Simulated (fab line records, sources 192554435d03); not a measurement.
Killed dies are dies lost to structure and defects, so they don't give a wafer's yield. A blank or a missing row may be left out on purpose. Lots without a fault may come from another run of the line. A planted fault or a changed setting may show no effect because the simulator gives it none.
One fault seen from 2 desks | flow n5_finfet | each desk has only its own numbers; what lay behind them comes last

THE METROLOGY DESK
What the gauges read, lot by lot, whatever tool the lot ran on: means of the sampled wafers that have a number. A lot is out of limits, marked OUT, if its mean lies more than 4 standard deviations from the usual mean; the brackets give that distance. Of its 10 readings 7 are shown: those that lie furthest out on some lot.
Columns: A = DIBL_N at N5_BEOL_M4_RC_MEAS_101, usual 36.3 mV/V; B = IOFF_N at N5_BEOL_M4_RC_MEAS_101, usual 0.16 nA/um; C = ION_N at N5_BEOL_M4_RC_MEAS_101, usual 675 uA/um; D = ION_P at N5_BEOL_M4_RC_MEAS_101, usual 465 uA/um; E = SS_N at N5_BEOL_M4_RC_MEAS_101, usual 71.5 mV/dec; F = VT_N at N5_BEOL_M4_RC_MEAS_101, usual 250 mV; G = VT_P at N5_BEOL_M4_RC_MEAS_101, usual -249.1 mV
lot  | first seen here | A    | B    | C   | D   | E    | F   | G
L725 | day 9 08:14     | 35.2 | 0.13 | 666 | 463 | 70.8 | 253 | -253.3
L734 | day 13 19:15    | 36.9 | 0.16 | 677 | 464 | 71.1 | 248 | -247.8
L735 | day 14 12:50    | 33.4 | 0.14 | 663 | 458 | 71.0 | 250 | -249.3
L742 | day 14 20:02    | 36.2 | 0.17 | 690 | 472 | 71.7 | 247 | -247.2
This desk's finding: nothing out of limits on any of the 4 lots.

THE TOOL OWNER'S DESK: litho_track-05
The tool's own readings at N5_BEOL_M3_COAT_22 (resist thk 30 nm): means of the sampled wafers that have a number, for each lot that ran on this tool. A lot is out of limits, marked OUT, if its mean lies more than 4 standard deviations from the usual mean; the brackets give that distance.
Columns: A = chill_plate_temp_C at N5_BEOL_M3_COAT_22, usual 23.00 C; B = spin_speed_rpm at N5_BEOL_M3_COAT_22, usual 1499.7 rpm
lot  | first seen here | A     | B
L725 | day 8 10:35     | 23.02 | 1499.4
L734 | day 12 14:49    | 22.90 | 1062.4 (-99 or more) OUT
L735 | day 12 17:53    | 22.99 | 1063.0 (-99 or more) OUT
This desk's finding: out of limits on L734, L735; first on L734, day 12 14:49 (spin_speed_rpm at N5_BEOL_M3_COAT_22). In limits: L725.

PUT TOGETHER
The tool owner's desk could have raised an alarm at day 12 14:49, on L734, L735.
The metrology desk saw nothing out of limits.
The metrology desk has L734, L735 on record, within its limits.
Of the lots named, all ran N5_BEOL_M3_COAT_22 on litho_track-05.

WHAT THE SIMULATOR HAD PUT IN
Process parameter drift: litho_track-05, from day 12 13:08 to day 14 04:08, at N5_BEOL_M3_COAT_22. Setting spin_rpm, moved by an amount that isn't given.
Lots struck among those shown: L734, L735.
Hours from the fault's start to each desk's first reading out of limits: the tool owner's desk, 2.
